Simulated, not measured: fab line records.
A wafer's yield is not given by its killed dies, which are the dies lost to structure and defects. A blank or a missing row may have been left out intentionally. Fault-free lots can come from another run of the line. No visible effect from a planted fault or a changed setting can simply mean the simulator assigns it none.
Split-lot experiment | flow n5Finfet | 7 lots, 21 wafers read, on a route of 1938 steps

## ABOUT THE SPLIT
At N5_MOL_CONTACT_COAG_CMP_23 (polishes, stops on SiO2, t overpolish 1.5 s, target thk 0 nm), the setting downForcePsi was moved away from the recipe's 2 psi on 11 of the 21 wafers read, by -9.6% to +21.2%. For the rest of the wafers, this setting stayed at what the recipe calls for.

## FROM THE SPLIT TO THE READING: what the file shows between them, 3 steps
- N5_MOL_CONTACT_COAG_WET_ETCH_26: target Co, target depth 13 nm
- N5_MOL_CONTACT_COAG_ALD_27: deposits SiOC, target thk 17 nm, pulse time 1.5 s, time 2720 s (also split here: timeS)
- N5_MOL_CONTACT_COAG_CMP_28: polishes, stops on SiNx, t overpolish 0.85 s, target thk 14.522 nm

## THE READING
MD_CAP_THK (nm), taken at N5_MOL_CONTACT_COAG_THK_MEAS_29. Typical for fault-free wafers on this fab line: 17.91 nm, with standard deviation 0.076 nm.

wafer  | tool, chamber at the split | downForcePsi as run, psi | against the recipe | MD_CAP_THK, nm | against lot-mates on the recipe
L077.2 | cmp-02, 0                  | 2.276                    | +13.8%             | 17.55          | -0.36
L077.4 | cmp-02, 3                  | 2                        | recipe             | 17.91          | -
L077.5 | cmp-02, 3                  | 2.276                    | +13.8%             | 17.52          | -0.39
L082.1 | cmp-02, 1,0                | 2                        | recipe             | 17.87          | -
L082.2 | cmp-02, 3                  | 1.852                    | -7.4%              | 18.12          | +0.23
L082.4 | cmp-02, 1,0                | 2                        | recipe             | 17.91          | -
L083.2 | cmp-01, 2                  | 2.423                    | +21.2%             | 17.49          | -0.43
L083.4 | cmp-01, 3                  | 2.423                    | +21.2%             | 17.56          | -0.36
L083.5 | cmp-01, 0                  | 2                        | recipe             | 17.92          | -
L086.1 | cmp-01, 1                  | 1.809                    | -9.6%              | 18.12          | +0.04
L086.3 | cmp-01, 3                  | 2                        | recipe             | 18.08          | -
L086.5 | cmp-01, 1                  | 1.809                    | -9.6%              | 18.24          | +0.16
L087.1 | cmp-01, 2                  | 2                        | recipe             | 17.80          | -
L087.2 | cmp-01, 1,0                | 2.355                    | +17.8%             | 17.43          | -0.37
L087.4 | cmp-01, 1,0                | 2.355                    | +17.8%             | 17.50          | -0.30
L090.2 | cmp-04, 2,3                | 1.815                    | -9.3%              | 18.06          | +0.16
L090.3 | cmp-04, 2,3                | 1.815                    | -9.3%              | 17.95          | +0.05
L090.5 | cmp-04, 3                  | 2                        | recipe             | 17.90          | -
L092.1 | cmp-04, 0                  | 2                        | recipe             | 18.00          | -
L092.2 | cmp-04, 1,2                | 2                        | recipe             | 17.76          | -
L092.4 | cmp-04, 1,2                | 2                        | recipe             | 17.93          | -
When a row names more than one chamber, that row covers several wafers, and the file does not tell which wafer ran in which chamber.

THE FIT
A straight line over all 21 wafers: MD_CAP_THK changes by -0.0218 nm for each +1% of downForcePsi; r = -0.93; the points scatter about the line by 0.09 nm.
The same after taking each lot's own level away (the mean of its wafers on the recipe; 21 wafers): -0.0187 nm for each +1%; r = -0.94; scatter 0.072 nm.
The reading moves by 0.4 nm for the largest change in downForcePsi, on that fit.
From 17.800 to 18.080 nm: that is the span of the lots' own levels, equal to 3.7 times the standard deviation above.
Thus the slope moves with the lot-to-lot level: the two fits are different.
Check: for one of the wafers moved furthest among these (+21.2%), held out of the fit, the line's prediction against its lot-mates is -0.413 nm. It came out at -0.43 nm against them.

## ADDITIONAL SPLITS CARRIED BY THESE WAFERS
Note: prior to the reading, these wafers also went through further splits. Each is held against what the fit with the lots' levels taken away leaves over:
other split on the same wafers              | wafers away from the commonest value | r with MD_CAP_THK (lot level and that fit taken away)
N5_SD_EPI_N_EXPOSE_06 doseMj                | 6                                    | -0.20
N5_SDB_ETCH_18 sourceW                      | 3                                    | -0.12
N5_HKMG_FIN_HK_ALD_01 aldCycles             | 2                                    | -0.14
N5_HKMG_FIN_DEVELOP_48 developTimeS         | 8                                    | +0.14
N5_HKMG_FIN_COAT_85 spinRpm                 | 6                                    | +0.25
N5_MOL_CONTACT_COAG_CONTACT_ETCH_14 sourceW | 4                                    | -0.21
N5_MOL_CONTACT_COAG_ALD_27 timeS            | 11                                   | -0.01

## THE WHOLE CHAIN: every reading that the file lists as answering this split, in the file's order
step                            | what it does                                                 | reading                                                                            | change (the file's fit)                | r (the file's)
N5_MOL_CONTACT_COAG_CMP_23      | polishes, stops on SiO2, t overpolish 1.5 s, target thk 0 nm | SiNx_of_GATE_CUT_SAC_CAP_01.thkNm (the simulator's own value, which no gauge read) | -0.0193 nm for each +1% of the setting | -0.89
N5_MOL_CONTACT_COAG_WET_ETCH_26 | target Co, target depth 13 nm                                | SiNx_of_GATE_CUT_SAC_CAP_01.thkNm (the simulator's own value, which no gauge read) | -0.0214 nm for each +1% of the setting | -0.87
N5_MOL_CONTACT_COAG_THK_MEAS_29 |                                                              | MD_CAP_THK                                                                         | -0.0195 for each +1% of the setting    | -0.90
N5_MOL_CONTACT_COAG_ETCH_47     | etches SiNx in CH3F/O2, stops on W, target depth 27 nm       | etch.depthNm (the simulator's own value, which no gauge read)                      | -0.0197 nm for each +1% of the setting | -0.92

## FILE'S OWN FIT
MD_CAP_THK changes by -0.0195 nm for each +1% of downForcePsi, r = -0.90.
